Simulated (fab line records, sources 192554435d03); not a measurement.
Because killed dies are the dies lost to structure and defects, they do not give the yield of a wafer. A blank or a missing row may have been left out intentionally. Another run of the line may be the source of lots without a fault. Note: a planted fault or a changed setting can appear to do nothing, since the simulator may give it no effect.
Split-lot experiment || flow n5_finfet || 21 wafers read across 7 lots, on a route 1938 steps long

## ON THE SPLIT
At N5_BEOL_M9_EXPOSE_25 (exposes mask V8), the setting dose_mj was moved away from the recipe's 37.25 on 7 of the 21 wafers read, by -7.5% to +5.0%. All remaining wafers had this setting at the recipe value.

## FROM THE SPLIT TO THE READING: what the file shows between them, 2 steps
- N5_BEOL_M9_PEB_26: peb time 60 s
- N5_BEOL_M9_DEVELOP_27: develop time 30 s

## THE READING
Shown in nm: cd_nm at N5_BEOL_M9_CD_MEAS_28, with target cd 70 nm. Typical for fault-free wafers on this fab line: 70.06 nm, with standard deviation 0.24 nm.

{"wafer": "L074.1", "tool, chamber at the split": "euv_scanner-02, 0", "dose_mj as run": 37.25, "against the recipe": "recipe", "cd_nm, nm": 70.21, "against lot-mates on the recipe": "-"}
{"wafer": "L074.2", "tool, chamber at the split": "euv_scanner-02, 0", "dose_mj as run": 35.04, "against the recipe": "-5.9%", "cd_nm, nm": 68.68, "against lot-mates on the recipe": -1.47}
{"wafer": "L074.3", "tool, chamber at the split": "euv_scanner-02, 0", "dose_mj as run": 37.25, "against the recipe": "recipe", "cd_nm, nm": 70.10, "against lot-mates on the recipe": "-"}
{"wafer": "L077.3", "tool, chamber at the split": "euv_scanner-01, 0", "dose_mj as run": 37.25, "against the recipe": "recipe", "cd_nm, nm": 70.24, "against lot-mates on the recipe": "-"}
{"wafer": "L077.4", "tool, chamber at the split": "euv_scanner-01, 0", "dose_mj as run": 38.45, "against the recipe": "+3.2%", "cd_nm, nm": 70.56, "against lot-mates on the recipe": "+0.32"}
{"wafer": "L077.5", "tool, chamber at the split": "euv_scanner-01, 0", "dose_mj as run": 38.45, "against the recipe": "+3.2%", "cd_nm, nm": 70.85, "against lot-mates on the recipe": "+0.61"}
{"wafer": "L078.1", "tool, chamber at the split": "euv_scanner-02, 0", "dose_mj as run": 37.25, "against the recipe": "recipe", "cd_nm, nm": 70.10, "against lot-mates on the recipe": "-"}
{"wafer": "L078.3", "tool, chamber at the split": "euv_scanner-02, 0", "dose_mj as run": 37.25, "against the recipe": "recipe", "cd_nm, nm": 70.20, "against lot-mates on the recipe": "-"}
{"wafer": "L078.5", "tool, chamber at the split": "euv_scanner-02, 0", "dose_mj as run": 34.77, "against the recipe": "-6.7%", "cd_nm, nm": 67.97, "against lot-mates on the recipe": -2.18}
{"wafer": "L080.1", "tool, chamber at the split": "euv_scanner-02, 0", "dose_mj as run": 37.25, "against the recipe": "recipe", "cd_nm, nm": 69.84, "against lot-mates on the recipe": "-"}
{"wafer": "L080.2", "tool, chamber at the split": "euv_scanner-02, 0", "dose_mj as run": 37.25, "against the recipe": "recipe", "cd_nm, nm": 70.24, "against lot-mates on the recipe": "-"}
{"wafer": "L080.3", "tool, chamber at the split": "euv_scanner-02, 0", "dose_mj as run": 37.25, "against the recipe": "recipe", "cd_nm, nm": 70.32, "against lot-mates on the recipe": "-"}
{"wafer": "L084.4", "tool, chamber at the split": "euv_scanner-02, 0", "dose_mj as run": 37.25, "against the recipe": "recipe", "cd_nm, nm": 69.98, "against lot-mates on the recipe": "-"}
{"wafer": "L084.5", "tool, chamber at the split": "euv_scanner-02, 0", "dose_mj as run": 39.11, "against the recipe": "+5.0%", "cd_nm, nm": 71.13, "against lot-mates on the recipe": "+1.15"}
{"wafer": "L084.6", "tool, chamber at the split": "euv_scanner-02, 0", "dose_mj as run": 39.11, "against the recipe": "+5.0%", "cd_nm, nm": 71.54, "against lot-mates on the recipe": "+1.56"}
{"wafer": "L088.1", "tool, chamber at the split": "euv_scanner-02, 0", "dose_mj as run": 37.25, "against the recipe": "recipe", "cd_nm, nm": 70.96, "against lot-mates on the recipe": "-"}
{"wafer": "L088.2", "tool, chamber at the split": "euv_scanner-02, 0", "dose_mj as run": 34.46, "against the recipe": "-7.5%", "cd_nm, nm": 68.88, "against lot-mates on the recipe": -1.45}
{"wafer": "L088.5", "tool, chamber at the split": "euv_scanner-02, 0", "dose_mj as run": 37.25, "against the recipe": "recipe", "cd_nm, nm": 69.70, "against lot-mates on the recipe": "-"}
{"wafer": "L096.2", "tool, chamber at the split": "euv_scanner-02, 0", "dose_mj as run": 37.25, "against the recipe": "recipe", "cd_nm, nm": 69.72, "against lot-mates on the recipe": "-"}
{"wafer": "L096.3", "tool, chamber at the split": "euv_scanner-02, 0", "dose_mj as run": 37.25, "against the recipe": "recipe", "cd_nm, nm": 70.03, "against lot-mates on the recipe": "-"}
{"wafer": "L096.6", "tool, chamber at the split": "euv_scanner-02, 0", "dose_mj as run": 37.25, "against the recipe": "recipe", "cd_nm, nm": 70.33, "against lot-mates on the recipe": "-"}

THE FIT
A straight line over all 21 wafers: cd_nm changes by +0.233 nm for each +1% of dose_mj; r = +0.92; the points scatter about the line by 0.33 nm.
The same after taking each lot's own level away (the mean of its wafers on the recipe; 21 wafers): +0.245 nm for each +1%; r = +0.93; scatter 0.32 nm.
According to that fit, moving dose_mj by its largest amount changes the reading by 1.8 nm.
From 69.980 to 70.330 nm: that is the span of the lots' own levels, equal to 1.5 times the standard deviation above.
Hence the lot-to-lot level has little effect on the slope; both slopes agree.
Check: with one of the wafers moved furthest among these (-7.5%) left out of the fit, the line predicts -2.05 nm for it against its lot-mates. Against them it came out at -1.45 nm.

## ADDITIONAL SPLITS CARRIED BY THESE WAFERS
Other splits were also applied to these wafers ahead of the reading. Each is held against what the fit with the lots' levels taken away leaves over:
{"other split on the same wafers": "N5_BEOL_M7_TRENCH_ETCH_37 source_w", "wafers away from the commonest value": 8, "r with cd_nm (lot level and that fit taken away)": "+0.13"}
{"other split on the same wafers": "N5_BEOL_M8_DESCUM_16 time_s", "wafers away from the commonest value": 8, "r with cd_nm (lot level and that fit taken away)": "+0.05"}
{"other split on the same wafers": "N5_BEOL_M8_ETCH_62 time_s", "wafers away from the commonest value": 11, "r with cd_nm (lot level and that fit taken away)": -0.20}

## FILE'S OWN FIT
cd_nm changes by +0.248 nm for each +1% of dose_mj, r = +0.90.
